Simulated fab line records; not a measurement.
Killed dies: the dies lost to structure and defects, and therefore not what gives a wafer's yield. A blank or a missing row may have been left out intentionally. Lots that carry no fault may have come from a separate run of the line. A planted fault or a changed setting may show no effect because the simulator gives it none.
Which of the tools did it? || flow n5 finfet || 72 wafers from 24 lots sampled at 4 of the route's 1938 steps

## WHAT THE GAUGES SHOWED, per wafer
N5_MOL_CONTACT_COAG_INSPECT_10: inspects for defects (brightfield).
{"lot": "L076", "measured": "day 5 08:04", "on": "defect inspect-02", "raw defect count": "32 33 87"}
{"lot": "L075", "measured": "day 5 11:04", "on": "defect inspect-01", "raw defect count": "70 55 56"}
{"lot": "L077", "measured": "day 5 18:08", "on": "defect inspect-02", "raw defect count": "84 67 69"}
{"lot": "L078", "measured": "day 5 21:41", "on": "defect inspect-01", "raw defect count": "98 78 51"}
{"lot": "L074", "measured": "day 6 00:05", "on": "defect inspect-01", "raw defect count": "33 18 53"}
{"lot": "L079", "measured": "day 6 01:37", "on": "defect inspect-02", "raw defect count": "48 80 57"}
{"lot": "L080", "measured": "day 6 05:39", "on": "defect inspect-02", "raw defect count": "75 52 62"}
{"lot": "L081", "measured": "day 6 08:26", "on": "defect inspect-01", "raw defect count": "55 40 71"}
{"lot": "L082", "measured": "day 6 16:55", "on": "defect inspect-01", "raw defect count": "41 40 42"}
{"lot": "L083", "measured": "day 6 22:23", "on": "defect inspect-01", "raw defect count": "83 47 106"}
{"lot": "L084", "measured": "day 7 00:43", "on": "defect inspect-01", "raw defect count": "55 58 58"}
{"lot": "L085", "measured": "day 7 12:06", "on": "defect inspect-01", "raw defect count": "61 61 64"}
{"lot": "L086", "measured": "day 8 01:11", "on": "defect inspect-01", "raw defect count": "112 62 69"}
{"lot": "L087", "measured": "day 8 04:36", "on": "defect inspect-02", "raw defect count": "52 89 81"}
{"lot": "L088", "measured": "day 8 07:50", "on": "defect inspect-02", "raw defect count": "44 84 40"}
{"lot": "L090", "measured": "day 8 13:14", "on": "defect inspect-01", "raw defect count": "66 29 115"}
{"lot": "L089", "measured": "day 8 15:16", "on": "defect inspect-02", "raw defect count": "47 50 47"}
{"lot": "L091", "measured": "day 9 02:27", "on": "defect inspect-02", "raw defect count": "57 42 69"}
{"lot": "L092", "measured": "day 9 04:35", "on": "defect inspect-01", "raw defect count": "58 62 69"}
{"lot": "L093", "measured": "day 9 08:36", "on": "defect inspect-01", "raw defect count": "74 55 62"}
{"lot": "L094", "measured": "day 9 17:04", "on": "defect inspect-02", "raw defect count": "63 82 80"}
{"lot": "L095", "measured": "day 10 00:00", "on": "defect inspect-01", "raw defect count": "64 65 57"}
{"lot": "L096", "measured": "day 10 04:17", "on": "defect inspect-01", "raw defect count": "67 60 65"}
{"lot": "L097", "measured": "day 10 12:59", "on": "defect inspect-01", "raw defect count": "82 60 47"}

## WHICH TOOL RAN EACH LOT (tool, then ch and the chambers of the sampled wafers, then the start)
{"lot": "L076", "N5_GATE_CUT_CUT_ETCH_55": "rie metal-02 ch 1, day 5 04:13", "N5_GATE_CUT_CMP_43": "cmp-02 ch 2,3, day 5 06:58", "N5_GATE_CUT_CMP_61": "cmp-02 ch 2,3, day 5 07:26"}
{"lot": "L075", "N5_GATE_CUT_CUT_ETCH_55": "rie metal-01 ch 0,1, day 5 07:45", "N5_GATE_CUT_CMP_43": "cmp-03 ch 0,1,3, day 5 10:03", "N5_GATE_CUT_CMP_61": "cmp-03 ch 0,1,3, day 5 10:29"}
{"lot": "L077", "N5_GATE_CUT_CUT_ETCH_55": "rie metal-01 ch 0,1, day 5 14:46", "N5_GATE_CUT_CMP_43": "cmp-02 ch 0,2, day 5 16:54", "N5_GATE_CUT_CMP_61": "cmp-02 ch 0,2, day 5 17:23"}
{"lot": "L078", "N5_GATE_CUT_CUT_ETCH_55": "rie metal-02 ch 0,1, day 5 18:07", "N5_GATE_CUT_CMP_43": "cmp-03 ch 1,2, day 5 20:28", "N5_GATE_CUT_CMP_61": "cmp-03 ch 1,2, day 5 20:57"}
{"lot": "L074", "N5_GATE_CUT_CUT_ETCH_55": "rie metal-01 ch 0,1, day 5 20:43", "N5_GATE_CUT_CMP_43": "cmp-03 ch 0,2,3, day 5 23:05", "N5_GATE_CUT_CMP_61": "cmp-03 ch 0,2,3, day 5 23:25"}
{"lot": "L079", "N5_GATE_CUT_CUT_ETCH_55": "rie metal-01 ch 0,1, day 5 21:40", "N5_GATE_CUT_CMP_43": "cmp-03 ch 1,2,3, day 6 00:41", "N5_GATE_CUT_CMP_61": "cmp-03 ch 1,2,3, day 6 01:04"}
{"lot": "L080", "N5_GATE_CUT_CUT_ETCH_55": "rie metal-02 ch 0,1, day 6 02:04", "N5_GATE_CUT_CMP_43": "cmp-04 ch 0,3, day 6 04:28", "N5_GATE_CUT_CMP_61": "cmp-04 ch 0,3, day 6 04:54"}
{"lot": "L081", "N5_GATE_CUT_CUT_ETCH_55": "rie metal-01 ch 0,1, day 6 05:03", "N5_GATE_CUT_CMP_43": "cmp-04 ch 0,1,3, day 6 07:12", "N5_GATE_CUT_CMP_61": "cmp-04 ch 0,1,3, day 6 07:41"}
{"lot": "L082", "N5_GATE_CUT_CUT_ETCH_55": "rie metal-03 ch 0,1, day 6 13:17", "N5_GATE_CUT_CMP_43": "cmp-02 ch 0,1,2, day 6 15:49", "N5_GATE_CUT_CMP_61": "cmp-02 ch 0,1,2, day 6 16:17"}
{"lot": "L083", "N5_GATE_CUT_CUT_ETCH_55": "rie metal-02 ch 0,1, day 6 19:10", "N5_GATE_CUT_CMP_43": "cmp-04 ch 0,2,3, day 6 21:17", "N5_GATE_CUT_CMP_61": "cmp-04 ch 0,2,3, day 6 21:46"}
{"lot": "L084", "N5_GATE_CUT_CUT_ETCH_55": "rie metal-03 ch 0,1, day 6 21:28", "N5_GATE_CUT_CMP_43": "cmp-02 ch 0,3, day 6 23:37", "N5_GATE_CUT_CMP_61": "cmp-02 ch 0,3, day 7 00:06"}
{"lot": "L085", "N5_GATE_CUT_CUT_ETCH_55": "rie metal-03 ch 1, day 7 08:44", "N5_GATE_CUT_CMP_43": "cmp-04 ch 0,2,3, day 7 10:58", "N5_GATE_CUT_CMP_61": "cmp-04 ch 0,2,3, day 7 11:23"}
{"lot": "L086", "N5_GATE_CUT_CUT_ETCH_55": "rie metal-01 ch 1, day 7 21:40", "N5_GATE_CUT_CMP_43": "cmp-02 ch 1,3, day 7 23:58", "N5_GATE_CUT_CMP_61": "cmp-02 ch 1,3, day 8 00:26"}
{"lot": "L087", "N5_GATE_CUT_CUT_ETCH_55": "rie metal-01 ch 0,1, day 8 01:22", "N5_GATE_CUT_CMP_43": "cmp-02 ch 0,1,3, day 8 03:40", "N5_GATE_CUT_CMP_61": "cmp-02 ch 0,1,3, day 8 04:02"}
{"lot": "L088", "N5_GATE_CUT_CUT_ETCH_55": "rie metal-03 ch 0,1, day 8 04:07", "N5_GATE_CUT_CMP_43": "cmp-03 ch 0,1, day 8 06:36", "N5_GATE_CUT_CMP_61": "cmp-03 ch 0,1, day 8 07:05"}
{"lot": "L090", "N5_GATE_CUT_CUT_ETCH_55": "rie metal-03 ch 0,1, day 8 09:34", "N5_GATE_CUT_CMP_43": "cmp-04 ch 2,3, day 8 12:01", "N5_GATE_CUT_CMP_61": "cmp-04 ch 2,3, day 8 12:29"}
{"lot": "L089", "N5_GATE_CUT_CUT_ETCH_55": "rie metal-03 ch 0,1, day 8 11:35", "N5_GATE_CUT_CMP_43": "cmp-02 ch 1,2,3, day 8 13:52", "N5_GATE_CUT_CMP_61": "cmp-02 ch 1,2,3, day 8 14:41"}
{"lot": "L091", "N5_GATE_CUT_CUT_ETCH_55": "rie metal-01 ch 0, day 8 20:44", "N5_GATE_CUT_CMP_43": "cmp-04 ch 0,2,3, day 9 01:31", "N5_GATE_CUT_CMP_61": "cmp-04 ch 0,2,3, day 9 01:53"}
{"lot": "L092", "N5_GATE_CUT_CUT_ETCH_55": "rie metal-01 ch 0, day 9 01:14", "N5_GATE_CUT_CMP_43": "cmp-03 ch 1,2,3, day 9 03:30", "N5_GATE_CUT_CMP_61": "cmp-03 ch 1,2,3, day 9 03:59"}
{"lot": "L093", "N5_GATE_CUT_CUT_ETCH_55": "rie metal-02 ch 0,1, day 9 05:14", "N5_GATE_CUT_CMP_43": "cmp-04 ch 0,1,3, day 9 07:23", "N5_GATE_CUT_CMP_61": "cmp-04 ch 0,1,3, day 9 07:52"}
{"lot": "L094", "N5_GATE_CUT_CUT_ETCH_55": "rie metal-02 ch 0,1, day 9 13:18", "N5_GATE_CUT_CMP_43": "cmp-03 ch 2,3, day 9 15:50", "N5_GATE_CUT_CMP_61": "cmp-03 ch 2,3, day 9 16:19"}
{"lot": "L095", "N5_GATE_CUT_CUT_ETCH_55": "rie metal-03 ch 0,1, day 9 20:40", "N5_GATE_CUT_CMP_43": "cmp-02 ch 1,2,3, day 9 22:54", "N5_GATE_CUT_CMP_61": "cmp-02 ch 1,2,3, day 9 23:23"}
{"lot": "L096", "N5_GATE_CUT_CUT_ETCH_55": "rie metal-03 ch 0,1, day 10 01:03", "N5_GATE_CUT_CMP_43": "cmp-04 ch 0,2,3, day 10 03:11", "N5_GATE_CUT_CMP_61": "cmp-04 ch 0,2,3, day 10 03:40"}
{"lot": "L097", "N5_GATE_CUT_CUT_ETCH_55": "rie metal-02 ch 0,1, day 10 09:38", "N5_GATE_CUT_CMP_43": "cmp-02 ch 0,3, day 10 11:46", "N5_GATE_CUT_CMP_61": "cmp-02 ch 0,3, day 10 12:14"}
- N5_GATE_CUT_CUT_ETCH_55: etches HfO2 in BCl3, target depth 3.2 nm.
- N5_GATE_CUT_CMP_43: polishes SiO2.
- N5_GATE_CUT_CMP_61: polishes, stops on SiNx, t overpolish 3 s.

## AS READ BY THE TOOLS THEMSELVES (means over the sampled wafers that have a number; for cases with no such wafer, the mark the record gives instead)
N5_GATE_CUT_CUT_ETCH_55.
{"lot": "L076", "tool": "rie metal-02", "drypump motor current A (A)": 5.0, "oes product au (a.u.)": 0.74, "throttle valve pct (%)": 33.2}
{"lot": "L075", "tool": "rie metal-01", "drypump motor current A (A)": 6.0, "oes product au (a.u.)": 0.68, "throttle valve pct (%)": 33.4}
{"lot": "L077", "tool": "rie metal-01", "drypump motor current A (A)": 5.9, "oes product au (a.u.)": 0.77, "throttle valve pct (%)": 33.4}
{"lot": "L078", "tool": "rie metal-02", "drypump motor current A (A)": 5.4, "oes product au (a.u.)": 0.69, "throttle valve pct (%)": 33.2}
{"lot": "L074", "tool": "rie metal-01", "drypump motor current A (A)": 6.0, "oes product au (a.u.)": 0.69, "throttle valve pct (%)": 33.4}
{"lot": "L079", "tool": "rie metal-01", "drypump motor current A (A)": 5.9, "oes product au (a.u.)": 0.68, "throttle valve pct (%)": 33.4}
{"lot": "L080", "tool": "rie metal-02", "drypump motor current A (A)": 5.2, "oes product au (a.u.)": 0.71, "throttle valve pct (%)": 33.2}
{"lot": "L081", "tool": "rie metal-01", "drypump motor current A (A)": 5.9, "oes product au (a.u.)": 0.77, "throttle valve pct (%)": 33.4}
{"lot": "L082", "tool": "rie metal-03", "drypump motor current A (A)": 6.4, "oes product au (a.u.)": 0.79, "throttle valve pct (%)": 33.3}
{"lot": "L083", "tool": "rie metal-02", "drypump motor current A (A)": 5.2, "oes product au (a.u.)": 0.72, "throttle valve pct (%)": 33.2}
{"lot": "L084", "tool": "rie metal-03", "drypump motor current A (A)": 6.4, "oes product au (a.u.)": 0.85, "throttle valve pct (%)": 32.8}
{"lot": "L085", "tool": "rie metal-03", "drypump motor current A (A)": 6.4, "oes product au (a.u.)": 0.91, "throttle valve pct (%)": 32.4}
{"lot": "L086", "tool": "rie metal-01", "drypump motor current A (A)": 5.9, "oes product au (a.u.)": 0.85, "throttle valve pct (%)": 33.4}
{"lot": "L087", "tool": "rie metal-01", "drypump motor current A (A)": 5.9, "oes product au (a.u.)": 0.89, "throttle valve pct (%)": 33.6}
{"lot": "L088", "tool": "rie metal-03", "drypump motor current A (A)": 6.5, "oes product au (a.u.)": 0.84, "throttle valve pct (%)": 32.8}
{"lot": "L090", "tool": "rie metal-03", "drypump motor current A (A)": 6.4, "oes product au (a.u.)": 0.77, "throttle valve pct (%)": 33.3}
{"lot": "L089", "tool": "rie metal-03", "drypump motor current A (A)": 6.4, "oes product au (a.u.)": 0.83, "throttle valve pct (%)": 32.8}
{"lot": "L091", "tool": "rie metal-01", "drypump motor current A (A)": 6.0, "oes product au (a.u.)": 0.92, "throttle valve pct (%)": 33.9}
{"lot": "L092", "tool": "rie metal-01", "drypump motor current A (A)": 6.0, "oes product au (a.u.)": 0.93, "throttle valve pct (%)": 33.9}
{"lot": "L093", "tool": "rie metal-02", "drypump motor current A (A)": 5.4, "oes product au (a.u.)": 0.67, "throttle valve pct (%)": 33.2}
{"lot": "L094", "tool": "rie metal-02", "drypump motor current A (A)": 5.2, "oes product au (a.u.)": 0.70, "throttle valve pct (%)": 33.2}
{"lot": "L095", "tool": "rie metal-03", "drypump motor current A (A)": 6.4, "oes product au (a.u.)": 0.82, "throttle valve pct (%)": 32.8}
{"lot": "L096", "tool": "rie metal-03", "drypump motor current A (A)": 6.4, "oes product au (a.u.)": 0.81, "throttle valve pct (%)": 32.8}
{"lot": "L097", "tool": "rie metal-02", "drypump motor current A (A)": 5.2, "oes product au (a.u.)": 0.70, "throttle valve pct (%)": 33.2}

N5_GATE_CUT_CMP_43.
{"lot": "L076", "tool": "cmp-02", "motor current A (A)": 12.0}
{"lot": "L075", "tool": "cmp-03", "motor current A (A)": 11.3}
{"lot": "L077", "tool": "cmp-02", "motor current A (A)": 12.5}
{"lot": "L078", "tool": "cmp-03", "motor current A (A)": 12.3}
{"lot": "L074", "tool": "cmp-03", "motor current A (A)": 11.8}
{"lot": "L079", "tool": "cmp-03", "motor current A (A)": 12.1}
{"lot": "L080", "tool": "cmp-04", "motor current A (A)": 12.2}
{"lot": "L081", "tool": "cmp-04", "motor current A (A)": 12.5}
{"lot": "L082", "tool": "cmp-02", "motor current A (A)": 12.2}
{"lot": "L083", "tool": "cmp-04", "motor current A (A)": 12.8}
{"lot": "L084", "tool": "cmp-02", "motor current A (A)": 12.0}
{"lot": "L085", "tool": "cmp-04", "motor current A (A)": 12.7}
{"lot": "L086", "tool": "cmp-02", "motor current A (A)": 11.2}
{"lot": "L087", "tool": "cmp-02", "motor current A (A)": 11.8}
{"lot": "L088", "tool": "cmp-03", "motor current A (A)": 11.6}
{"lot": "L090", "tool": "cmp-04", "motor current A (A)": 12.3}
{"lot": "L089", "tool": "cmp-02", "motor current A (A)": 11.8}
{"lot": "L091", "tool": "cmp-04", "motor current A (A)": 12.8}
{"lot": "L092", "tool": "cmp-03", "motor current A (A)": 11.8}
{"lot": "L093", "tool": "cmp-04", "motor current A (A)": 12.4}
{"lot": "L094", "tool": "cmp-03", "motor current A (A)": 11.2}
{"lot": "L095", "tool": "cmp-02", "motor current A (A)": 11.8}
{"lot": "L096", "tool": "cmp-04", "motor current A (A)": 12.8}
{"lot": "L097", "tool": "cmp-02", "motor current A (A)": 12.6}

N5_GATE_CUT_CMP_61.
{"lot": "L076", "tool": "cmp-02", "head pressure psi (psi)": 4.002, "motor current A (A)": 11.8}
{"lot": "L075", "tool": "cmp-03", "head pressure psi (psi)": 3.992, "motor current A (A)": 11.9}
{"lot": "L077", "tool": "cmp-02", "head pressure psi (psi)": 3.997, "motor current A (A)": 12.6}
{"lot": "L078", "tool": "cmp-03", "head pressure psi (psi)": 3.999, "motor current A (A)": 12.3}
{"lot": "L074", "tool": "cmp-03", "head pressure psi (psi)": 4.003, "motor current A (A)": 11.7}
{"lot": "L079", "tool": "cmp-03", "head pressure psi (psi)": 4.000, "motor current A (A)": 12.2}
{"lot": "L080", "tool": "cmp-04", "head pressure psi (psi)": 4.001, "motor current A (A)": 12.3}
{"lot": "L081", "tool": "cmp-04", "head pressure psi (psi)": 3.993, "motor current A (A)": 12.4}
{"lot": "L082", "tool": "cmp-02", "head pressure psi (psi)": 3.991, "motor current A (A)": 12.2}
{"lot": "L083", "tool": "cmp-04", "head pressure psi (psi)": 3.998, "motor current A (A)": 13.0}
{"lot": "L084", "tool": "cmp-02", "head pressure psi (psi)": 3.999, "motor current A (A)": 12.4}
{"lot": "L085", "tool": "cmp-04", "head pressure psi (psi)": 3.996, "motor current A (A)": 13.4}
{"lot": "L086", "tool": "cmp-02", "head pressure psi (psi)": 3.997, "motor current A (A)": 11.7}
{"lot": "L087", "tool": "cmp-02", "head pressure psi (psi)": 3.994, "motor current A (A)": 11.9}
{"lot": "L088", "tool": "cmp-03", "head pressure psi (psi)": 4.008, "motor current A (A)": 12.1}
{"lot": "L090", "tool": "cmp-04", "head pressure psi (psi)": 4.002, "motor current A (A)": 12.3}
{"lot": "L089", "tool": "cmp-02", "head pressure psi (psi)": 4.004, "motor current A (A)": 11.7}
{"lot": "L091", "tool": "cmp-04", "head pressure psi (psi)": 4.000, "motor current A (A)": 12.3}
{"lot": "L092", "tool": "cmp-03", "head pressure psi (psi)": 4.003, "motor current A (A)": 11.9}
{"lot": "L093", "tool": "cmp-04", "head pressure psi (psi)": 4.000, "motor current A (A)": 12.9}
{"lot": "L094", "tool": "cmp-03", "head pressure psi (psi)": 3.999, "motor current A (A)": 12.0}
{"lot": "L095", "tool": "cmp-02", "head pressure psi (psi)": 3.999, "motor current A (A)": 11.7}
{"lot": "L096", "tool": "cmp-04", "head pressure psi (psi)": 3.999, "motor current A (A)": 12.6}
{"lot": "L097", "tool": "cmp-02", "head pressure psi (psi)": 4.009, "motor current A (A)": 12.7}

## THE ANSWER, worked out from the rows above alone
Rule: what is usual is taken from the lots themselves. Put in order of their means at a reading, lots are off if they are a third of the lots or fewer, leave a main group of 4 or more, and stand apart from it by a gap of 3 or more times the standard deviation of the main group's means; of several such gaps the widest counts. If all means in a main group match to the digits the tables above print for the reading, that group is not used. Also off: a lot with no number at a reading for which 4 or more lots have one. The other lots that the step has rows for count as sound. The gauges are gone through in route order, then the tools' own readings, and for those a lot's mean is taken as printed above. The first step at which some lot is off is used, and at that step the reading that is off furthest; a lot without a number counts as furthest.
None of the lots is off at any reading shown; this tells nothing.

## WHAT HAD BEEN PUT IN BY THE SIMULATOR
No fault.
